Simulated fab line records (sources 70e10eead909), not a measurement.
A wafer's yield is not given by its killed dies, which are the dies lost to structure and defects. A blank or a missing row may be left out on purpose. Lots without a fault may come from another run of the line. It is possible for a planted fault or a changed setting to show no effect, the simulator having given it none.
fab line records + flow nandHarc
[record]
- lots = 7
- wafers = 21
- lastDay = 31
route steps=1302 shown P_STI@102 P_GATE@110
lots with no fault: from the same line, run without faults
startH: hours from the record's first day to the start of the lot's first wafer shown + waitH: hours from the lot's prior step to this one + " repeats the value in the row above + L1.1+2: a row that stands for several wafers + - value missing, or start not given + * or withheld: withheld + < > ~ a bound
route shown NAME@n: a module of which the file shows steps, and the number in the route of the first + usual: average and standard deviation across the fault-free wafers + same: alike in all rows + chamber/n: place in a boat + sites: readings site by site + _std_site: the standard deviation of these + _edge_site: inner sites' mean taken away from outer sites' mean + radiusMm: how far each site lies from the wafer's centre + mask NAME#n: copy n + behind: the last tool/chamber to shape the wafer + hold: the reason the lot was held/the length of the hold in hours/how it ended + device: names the non-switching transistor (n, p or np) + end of line: the route-end tests of the same wafers + a step without rows: its recipe alone + killed: at the first sort, the dies lost to defects and structure; wafer yield is something else + map: per-die view of a wafer (x killed, . not killed, _ where there is no die)
set.NAME: the setting as run; set.NAME@STEP: as run at that earlier step + model.NAME: the simulator's own value behind a step, which no gauge read
certain route steps with their lots: each step a table, each wafer a row
[[steps]]
[step NHARC_P_STI_SRD_35]
[step NHARC_P_STI_ETCH_36]
[recipe]
- targetDepthA = 388
- chemistry = dHF
- material = SiO2
[step NHARC_P_STI_STRIP_24]
[recipe]
- tempC = 160
- chemistry = H3PO4
- material = Si3N4
[step NHARC_P_STI_ETCH_37]
[recipe]
- targetDepthA = 110
- chemistry = dHF
- material = SiO2
[step NHARC_P_STI_PRECLEAN_38]
[recipe]
- timeS = *
- tempC = 50
- bathAgeMin = 0
- chemistry = SC1
[step NHARC_P_STI_SRD_39]
[step NHARC_P_STI_OXIDE_40]
[recipe]
- targetThkA = 100
- tempC = 900
- oxTimeS = 1362
- material = SiO2
[step NHARC_P_STI_INSPECT_25]
[usual]
- rawDefectCount = 217/76
| lot.wafer | tool             | chamber | startH | waitH | rawDefectCount |
|-----------|------------------|---------|--------|-------|----------------|
| L207.1    | defectInspect-02 | -       | 89.23  | 0.4   | 218            |
| L207.4    | "                | -       | "      | "     | 154            |
| L207.6    | "                | -       | "      | "     | 252            |
| L212.2    | defectInspect-02 | -       | 132.14 | 0.4   | 330            |
| L212.4    | "                | -       | "      | "     | 204            |
| L212.6    | "                | -       | "      | "     | 292            |
| L213.2    | defectInspect-02 | -       | 148.34 | 0.4   | 203            |
| L213.5    | "                | -       | "      | "     | 199            |
| L213.6    | "                | -       | "      | "     | 154            |
| L220.1    | defectInspect-02 | -       | 219.87 | 0.4   | 335            |
| L220.3    | "                | -       | "      | "     | 294            |
| L220.6    | "                | -       | "      | "     | 324            |
| L221.1    | defectInspect-02 | -       | 219.87 | 0.4   | 135            |
| L221.3    | "                | -       | "      | "     | 167            |
| L221.6    | "                | -       | "      | "     | 256            |
| L222.1    | defectInspect-02 | -       | 234.64 | 0.4   | 196            |
| L222.2    | "                | -       | "      | "     | 186            |
| L222.5    | "                | -       | "      | "     | 258            |
| L224.1    | defectInspect-01 | -       | 250.65 | 0.4   | 158            |
| L224.3    | "                | -       | "      | "     | 136            |
| L224.5    | "                | -       | "      | "     | 230            |
[step NHARC_P_GATE_ETCH_69]
[recipe]
- targetDepthA = 140
- chemistry = dHF
- material = SiO2
[step NHARC_P_GATE_PRECLEAN_70]
[recipe]
- timeS = *
- tempC = 50
- bathAgeMin = 0
- chemistry = SC1
[step NHARC_P_GATE_SRD_01]
[step NHARC_P_GATE_OXIDE_02]
[recipe]
- targetThkA = 375
- tempC = 950
- pH2oTorr = 720
- oxTimeS = 365
- material = SiO2
[usual]
- oxTempC = 950.0/0.39
- oxTimeS = 365/0
- spikeTcBottomC = 968.3/1.4
- spikeTcCentreC = 951.6/1.3
- zonePowerBottomPct = 37/5
| lot.wafer | tool       | chamber | startH | waitH | oxTempC | oxTimeS | spikeTcBottomC | spikeTcCentreC | zonePowerBottomPct |
|-----------|------------|---------|--------|-------|---------|---------|----------------|----------------|--------------------|
| L207.1    | furnace-06 | 0       | 92.59  | -     | 950.6   | 365     | 967.0          | 948.4          | 41                 |
| L207.4    | "          | 0       | "      | "     | 950.4   | 365     | 967.7          | 951.9          | 41                 |
| L207.6    | "          | 0       | "      | "     | 950.0   | 365     | 968.7          | 951.1          | 41                 |
| L212.2    | furnace-04 | 0       | 135.86 | -     | 949.8   | 365     | 969.6          | 952.8          | 31                 |
| L212.4    | "          | 0       | "      | "     | 949.7   | 365     | 969.0          | 953.5          | 31                 |
| L212.6    | "          | 0       | "      | "     | 950.0   | 365     | 969.2          | 952.3          | 30                 |
| L213.2    | furnace-06 | 0       | 151.70 | -     | 950.6   | 365     | 969.3          | 949.1          | 41                 |
| L213.5    | "          | 0       | "      | "     | 949.4   | 365     | 968.1          | 950.4          | 42                 |
| L213.6    | "          | 0       | "      | "     | 950.2   | 365     | 966.4          | 949.5          | 41                 |
| L220.1    | furnace-06 | -       | 223.23 | -     | -       | -       | -              | -              | -                  |
| L220.3    | "          | -       | "      | "     | -       | -       | -              | -              | -                  |
| L220.6    | "          | -       | "      | "     | -       | -       | -              | -              | -                  |
| L221.1    | furnace-06 | -       | 223.23 | -     | -       | -       | -              | -              | -                  |
| L221.3    | "          | -       | "      | "     | -       | -       | -              | -              | -                  |
| L221.6    | "          | -       | "      | "     | -       | -       | -              | -              | -                  |
| L222.1    | furnace-04 | -       | 238.38 | -     | -       | -       | -              | -              | -                  |
| L222.2    | "          | -       | "      | "     | -       | -       | -              | -              | -                  |
| L222.5    | "          | -       | "      | "     | -       | -       | -              | -              | -                  |
| L224.1    | furnace-06 | 0       | 254.16 | -     | 949.6   | 365     | 966.8          | 949.5          | 41                 |
| L224.3    | "          | 0       | "      | "     | 949.4   | 365     | 968.1          | 950.5          | 41                 |
| L224.5    | "          | 0       | "      | "     | 949.1   | 365     | 966.8          | 951.9          | 41                 |
[step NHARC_P_GATE_DEHYDRATE_03]
[recipe]
- tempC = 150
- timeS = 120
[[key]]
[firstSign]
- step = NHARC_P_GATE_OXIDE_02
- reading = toolRecord
- direction = missing
effect none on later readings
metAt NHARC_P_GATE_OXIDE_02
struckWafers L220.1,L220.3,L220.6,L221.1,L221.3,L221.6,L222.1,L222.2,L222.5
laterRowsLeftOut L220.1,L220.3,L220.6,L221.1,L221.3,L221.6,L222.1,L222.2,L222.5
sortLeftOut L220.1,L220.3,L220.6,L221.1,L221.3,L221.6,L222.1,L222.2,L222.5
testerLeftOut L220,L221,L222
onsetBetween 151.70 223.23
[fault]
- kind = skippedStepWhole
- tool = furnace-04,furnace-06
- chamber = -
- onsetH = 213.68
- steps = NHARC_P_GATE_OXIDE_02
- scope = struckLotsOnly
// testerLeftOut: of these lots the tester's yield and bins aren't shown, on N5 and GAA mostly nor the transistor test; their killed dies are dies lost to structure and defects alone, not to doping, threshold or leakage, so they don't give the yield
// sortLeftOut: the simulated sort isn't trusted on such a fault, so these wafers' sort isn't shown, and their yield isn't known
// laterRowsLeftOut: the simulator's readings of these wafers behind a module that went badly wrong aren't trusted and aren't shown, but for the sort
